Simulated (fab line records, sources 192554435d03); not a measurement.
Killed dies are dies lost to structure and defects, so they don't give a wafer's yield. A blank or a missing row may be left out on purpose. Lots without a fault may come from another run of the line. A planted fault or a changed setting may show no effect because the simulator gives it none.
Split-lot experiment | flow n5_finfet | 7 lots, 21 wafers read, on a route of 1938 steps

THE SPLIT
At N5_FIN_SAQP_PEB_14 (peb time 60 s), the setting peb_time_s was moved away from the recipe's 60 s on 3 of the 21 wafers read, by -14.9% to +16.1%. The other wafers ran this setting at the recipe's value.

FROM THE SPLIT TO THE READING: what the file shows between them, 1 step
- N5_FIN_SAQP_DEVELOP_15: develop time 30 s

THE READING
cd_nm, in nm, at N5_FIN_SAQP_CD_MEAS_16 (target cd 35.6 nm). Fault-free wafers of this fab line usually give 35.5 nm, standard deviation 0.44 nm.

wafer  | tool, chamber at the split | peb_time_s as run, s | against the recipe | cd_nm, nm | against lot-mates on the recipe
L074.2 | litho_track-05, 0          | 60                   | recipe             | 35.2      | -
L074.5 | litho_track-05, 0          | 60                   | recipe             | 35.7      | -
L074.6 | litho_track-05, 0          | 69.69                | +16.1%             | 33.4      | -2.1
L082.1 | litho_track-01, 0          | 60                   | recipe             | 35.8      | -
L082.3 | litho_track-01, 0          | 60                   | recipe             | 35.7      | -
L082.5 | litho_track-01, 0          | 60                   | recipe             | 35.7      | -
L089.2 | litho_track-01, 0          | 60                   | recipe             | 35.8      | -
L089.3 | litho_track-01, 0          | 60                   | recipe             | 36.3      | -
L089.5 | litho_track-01, 0          | 69.38                | +15.6%             | 33.5      | -2.5
L090.3 | litho_track-01, 0          | 60                   | recipe             | 35.8      | -
L090.5 | litho_track-01, 0          | 60                   | recipe             | 36.0      | -
L090.6 | litho_track-01, 0          | 60                   | recipe             | 35.5      | -
L093.1 | litho_track-03, 0          | 51.07                | -14.9%             | 37.5      | +2.0
L093.4 | litho_track-03, 0          | 60                   | recipe             | 35.4      | -
L093.6 | litho_track-03, 0          | 60                   | recipe             | 35.6      | -
L094.1 | litho_track-01, 0          | 60                   | recipe             | 35.5      | -
L094.3 | litho_track-01, 0          | 60                   | recipe             | 35.4      | -
L094.4 | litho_track-01, 0          | 60                   | recipe             | 36.0      | -
L097.1 | litho_track-05, 0          | 60                   | recipe             | 35.3      | -
L097.3 | litho_track-05, 0          | 60                   | recipe             | 35.7      | -
L097.4 | litho_track-05, 0          | 60                   | recipe             | 34.7      | -

THE FIT
A straight line over all 21 wafers: cd_nm changes by -0.133 nm for each +1% of peb_time_s; r = -0.92; the points scatter about the line by 0.34 nm.
The same after taking each lot's own level away (the mean of its wafers on the recipe; 21 wafers): -0.141 nm for each +1%; r = -0.96; scatter 0.26 nm.
On that fit, the largest move of peb_time_s shifts the reading by 2.3 nm.
The lots' own levels span 35.23 to 36.05 nm, that is 1.9 times the standard deviation above.
So the lot-to-lot level changes the slope little: the two slopes agree.
Check: with one of the wafers moved furthest among these (+16.1%) left out of the fit, the line predicts -2.43 nm for it against its lot-mates. It came out at -2.05 nm against them.

OTHER SPLITS ON THESE WAFERS
These wafers also went through other splits before the reading. Each is held against what the fit with the lots' levels taken away leaves over:
other split on the same wafers | wafers away from the commonest value | r with cd_nm (lot level and that fit taken away)
N5_ZERO_LAYER_PECVD_02 time_s  | 6                                    | -0.04
N5_ZERO_LAYER_ETCH_18 icp_w    | 6                                    | -0.23
N5_WELL_APT_EXPOSE_05 dose_mj  | 3                                    | -0.32

THE FILE'S OWN FIT
cd_nm changes by -0.143 nm for each +1% of peb_time_s, r = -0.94.
